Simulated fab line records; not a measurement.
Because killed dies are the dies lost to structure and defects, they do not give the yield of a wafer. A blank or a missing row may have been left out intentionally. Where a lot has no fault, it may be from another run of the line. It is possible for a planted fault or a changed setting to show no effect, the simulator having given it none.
Matching of chambers | flow nandHarc | 4 sister chambers for NHARC_A_STAIRCASE_TRIM_229 on rieDiel-12
The step chemistry O2, time 211.2 s. 4 wafers are shown with their chamber, then 7 later ones without.

EACH WAFER AND ITS CHAMBER
wafer  | chamber | showerheadPlenumPTorr (Torr)
L079.3 | 1       | 3.41
L079.4 | 0       | 3.45
L081.3 | 2       | 3.61
L081.5 | 3       | 3.61

WAFERS WITHOUT THEIR CHAMBER
wafer  | showerheadPlenumPTorr (Torr)
L081.6 | 3.61
L093.2 | 3.42
L093.4 | 3.59
L093.5 | 3.38
L097.1 | 3.58
L097.4 | 3.41
L097.5 | 3.58

EACH ONE'S CHAMBER
wafer  | from the rows above     | in truth
L081.6 | can't be placed: 2 or 3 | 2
L093.2 | can't be placed: 1 or 0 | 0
L093.4 | can't be placed: 2 or 3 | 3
L093.5 | can't be placed: 1 or 0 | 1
L097.1 | can't be placed: 2 or 3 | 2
L097.4 | can't be placed: 1 or 0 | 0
L097.5 | can't be placed: 2 or 3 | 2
Placed correctly: 0 of 7. From these rows, 7 cannot be placed; in 7 the true chamber is one of the candidates. 0 placed wrongly.
How it was worked out, from the rows above alone: a wafer's distance from a chamber is the root of the sum, over the readings, of the square of ((its reading less the chamber's mean) divided by the reading's scatter). If the next closest chamber is less than 2 further off than the closest, the wafer can't be placed; otherwise it belongs to the closest. Each chamber's mean is taken over the wafers shown for it. The scatter (one wafer shown for each chamber): square how far every hidden wafer sits from the nearest shown wafer, average those squares and take the square root.
